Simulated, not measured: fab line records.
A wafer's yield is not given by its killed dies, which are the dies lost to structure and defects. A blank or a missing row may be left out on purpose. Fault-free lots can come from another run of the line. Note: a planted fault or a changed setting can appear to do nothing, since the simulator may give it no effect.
Lot-split experiment :: flow n5_finfet :: 21 wafers read from 7 lots, route of 1938 steps

ABOUT THE SPLIT
At N5_BEOL_M0_SAQP_ILD_DEP_01 (deposits SiOC from DEMS/O2, target thk 45.419 nm, time 8.7 s), the setting time_s was moved away from the recipe's 8.7 s on 12 of the 21 wafers read, by -6.4% to +13.4%. This setting was run at the recipe's value on the other wafers.

Reading taken at the split's own step.

THE READING
SiOC_of_BEOL_M0_SAQP_ILD_DEP_01.thk_nm (the simulator's own value, which no gauge read), in nm, at N5_BEOL_M0_SAQP_ILD_DEP_01 (deposits SiOC from DEMS/O2, target thk 45.419 nm, time 8.7 s). No usual value for it is given in the file. The 9 wafers here that ran the recipe average 45.6 nm, standard deviation 0.48 nm.

wafer: L075.1
tool, chamber at the split: pecvd-04, 0
time_s as run, s: 8.144
against the recipe: -6.4%
SiOC_of_BEOL_M0_SAQP_ILD_DEP_01.thk_nm, nm: 42.4
against lot-mates on the recipe: -3.2

wafer: L075.2
tool, chamber at the split: pecvd-04, 1
time_s as run, s: 8.144
against the recipe: -6.4%
SiOC_of_BEOL_M0_SAQP_ILD_DEP_01.thk_nm, nm: 41.6
against lot-mates on the recipe: -4.0

wafer: L075.6
tool, chamber at the split: pecvd-04, 1
time_s as run, s: 8.7
against the recipe: recipe
SiOC_of_BEOL_M0_SAQP_ILD_DEP_01.thk_nm, nm: 45.6
against lot-mates on the recipe: -

wafer: L083.1
tool, chamber at the split: pecvd-01, 0
time_s as run, s: 8.7
against the recipe: recipe
SiOC_of_BEOL_M0_SAQP_ILD_DEP_01.thk_nm, nm: 44.6
against lot-mates on the recipe: -

wafer: L083.3
tool, chamber at the split: pecvd-01, 1
time_s as run, s: 9.864
against the recipe: +13.4%
SiOC_of_BEOL_M0_SAQP_ILD_DEP_01.thk_nm, nm: 51
against lot-mates on the recipe: +6.1

wafer: L083.5
tool, chamber at the split: pecvd-01, 0
time_s as run, s: 8.7
against the recipe: recipe
SiOC_of_BEOL_M0_SAQP_ILD_DEP_01.thk_nm, nm: 45.2
against lot-mates on the recipe: -

wafer: L091.1
tool, chamber at the split: pecvd-01, 1
time_s as run, s: 8.7
against the recipe: recipe
SiOC_of_BEOL_M0_SAQP_ILD_DEP_01.thk_nm, nm: 45.8
against lot-mates on the recipe: -

wafer: L091.2
tool, chamber at the split: pecvd-01, 0
time_s as run, s: 9.776
against the recipe: +12.4%
SiOC_of_BEOL_M0_SAQP_ILD_DEP_01.thk_nm, nm: 50.4
against lot-mates on the recipe: +4.6

wafer: L091.3
tool, chamber at the split: pecvd-01, 2
time_s as run, s: 9.776
against the recipe: +12.4%
SiOC_of_BEOL_M0_SAQP_ILD_DEP_01.thk_nm, nm: 51.2
against lot-mates on the recipe: +5.4

wafer: L092.1
tool, chamber at the split: pecvd-04, 2
time_s as run, s: 9.527
against the recipe: +9.5%
SiOC_of_BEOL_M0_SAQP_ILD_DEP_01.thk_nm, nm: 48.8
against lot-mates on the recipe: no lot-mate on the recipe

wafer: L092.3
tool, chamber at the split: pecvd-04, 1
time_s as run, s: 9.527
against the recipe: +9.5%
SiOC_of_BEOL_M0_SAQP_ILD_DEP_01.thk_nm, nm: 49.2
against lot-mates on the recipe: no lot-mate on the recipe

wafer: L092.4
tool, chamber at the split: pecvd-04, 2
time_s as run, s: 9.527
against the recipe: +9.5%
SiOC_of_BEOL_M0_SAQP_ILD_DEP_01.thk_nm, nm: 49.8
against lot-mates on the recipe: no lot-mate on the recipe

wafer: L095.3
tool, chamber at the split: pecvd-04, 2
time_s as run, s: 8.36
against the recipe: -3.9%
SiOC_of_BEOL_M0_SAQP_ILD_DEP_01.thk_nm, nm: 43.4
against lot-mates on the recipe: -2.4

wafer: L095.4
tool, chamber at the split: pecvd-04, 2
time_s as run, s: 8.7
against the recipe: recipe
SiOC_of_BEOL_M0_SAQP_ILD_DEP_01.thk_nm, nm: 45.8
against lot-mates on the recipe: -

wafer: L095.5
tool, chamber at the split: pecvd-04, 1
time_s as run, s: 8.36
against the recipe: -3.9%
SiOC_of_BEOL_M0_SAQP_ILD_DEP_01.thk_nm, nm: 44.2
against lot-mates on the recipe: -1.6

wafer: L096.1
tool, chamber at the split: pecvd-04, 1
time_s as run, s: 8.7
against the recipe: recipe
SiOC_of_BEOL_M0_SAQP_ILD_DEP_01.thk_nm, nm: 45.4
against lot-mates on the recipe: -

wafer: L096.4
tool, chamber at the split: pecvd-04, 1
time_s as run, s: 8.7
against the recipe: recipe
SiOC_of_BEOL_M0_SAQP_ILD_DEP_01.thk_nm, nm: 45.4
against lot-mates on the recipe: -

wafer: L096.5
tool, chamber at the split: pecvd-04, 2
time_s as run, s: 8.7
against the recipe: recipe
SiOC_of_BEOL_M0_SAQP_ILD_DEP_01.thk_nm, nm: 46.4
against lot-mates on the recipe: -

wafer: L097.1
tool, chamber at the split: pecvd-04, 0
time_s as run, s: 9.378
against the recipe: +7.8%
SiOC_of_BEOL_M0_SAQP_ILD_DEP_01.thk_nm, nm: 48.8
against lot-mates on the recipe: +2.8

wafer: L097.4
tool, chamber at the split: pecvd-04, 2
time_s as run, s: 8.7
against the recipe: recipe
SiOC_of_BEOL_M0_SAQP_ILD_DEP_01.thk_nm, nm: 46
against lot-mates on the recipe: -

wafer: L097.6
tool, chamber at the split: pecvd-04, 0
time_s as run, s: 9.378
against the recipe: +7.8%
SiOC_of_BEOL_M0_SAQP_ILD_DEP_01.thk_nm, nm: 49.4
against lot-mates on the recipe: +3.4

FIT RESULTS
A straight line over all 21 wafers: SiOC_of_BEOL_M0_SAQP_ILD_DEP_01.thk_nm changes by +0.437 nm for each +1% of time_s; r = +0.98; the points scatter about the line by 0.53 nm.
The same after taking each lot's own level away (the mean of its wafers on the recipe; 18 wafers): +0.448 nm for each +1%; r = +0.99; scatter 0.46 nm.
Per that fit: largest time_s move, reading shift of 6 nm.
From 44.90 to 46.00 nm: that is the span of the lots' own levels, equal to 2.3 times the standard deviation above.
The two slopes agree, so the slope changes little with the lot-to-lot level.
Check: +5.68 nm against its lot-mates is what the line predicts for one of the wafers moved furthest among these (+13.4%) when that wafer is left out of the fit. It came out at +6.1 nm against them.

ADDITIONAL SPLITS CARRIED BY THESE WAFERS
Before the reading, these wafers also passed through other splits. Each is held against what the fit with the lots' levels taken away leaves over:
other split on the same wafers: N5_SDB_COAT_03 spin_rpm
wafers away from the commonest value: 8
r with SiOC_of_BEOL_M0_SAQP_ILD_DEP_01.thk_nm (lot level and that fit taken away): -0.18

other split on the same wafers: N5_HKMG_FIN_PEB_10 peb_time_s
wafers away from the commonest value: 9
r with SiOC_of_BEOL_M0_SAQP_ILD_DEP_01.thk_nm (lot level and that fit taken away): -0.12

other split on the same wafers: N5_HKMG_FIN_ETCH_32 bias_w
wafers away from the commonest value: 4
r with SiOC_of_BEOL_M0_SAQP_ILD_DEP_01.thk_nm (lot level and that fit taken away): -0.21

other split on the same wafers: N5_MOL_CONTACT_COAG_ETCH_105 bias_w
wafers away from the commonest value: 7
r with SiOC_of_BEOL_M0_SAQP_ILD_DEP_01.thk_nm (lot level and that fit taken away): +0.35

other split on the same wafers: N5_MOL_CONTACT_COAG_CONTACT_ETCH_14 source_w
wafers away from the commonest value: 5
r with SiOC_of_BEOL_M0_SAQP_ILD_DEP_01.thk_nm (lot level and that fit taken away): -0.29

other split on the same wafers: N5_MOL_CONTACT_COAG_ALD_123 ald_cycles
wafers away from the commonest value: 8
r with SiOC_of_BEOL_M0_SAQP_ILD_DEP_01.thk_nm (lot level and that fit taken away): -0.05

other split on the same wafers: N5_MOL_CONTACT_COAG_COAT_76 spin_rpm
wafers away from the commonest value: 6
r with SiOC_of_BEOL_M0_SAQP_ILD_DEP_01.thk_nm (lot level and that fit taken away): -0.31

FILE'S OWN FIT
SiOC_of_BEOL_M0_SAQP_ILD_DEP_01.thk_nm changes by +0.442 nm for each +1% of time_s, r = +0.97.
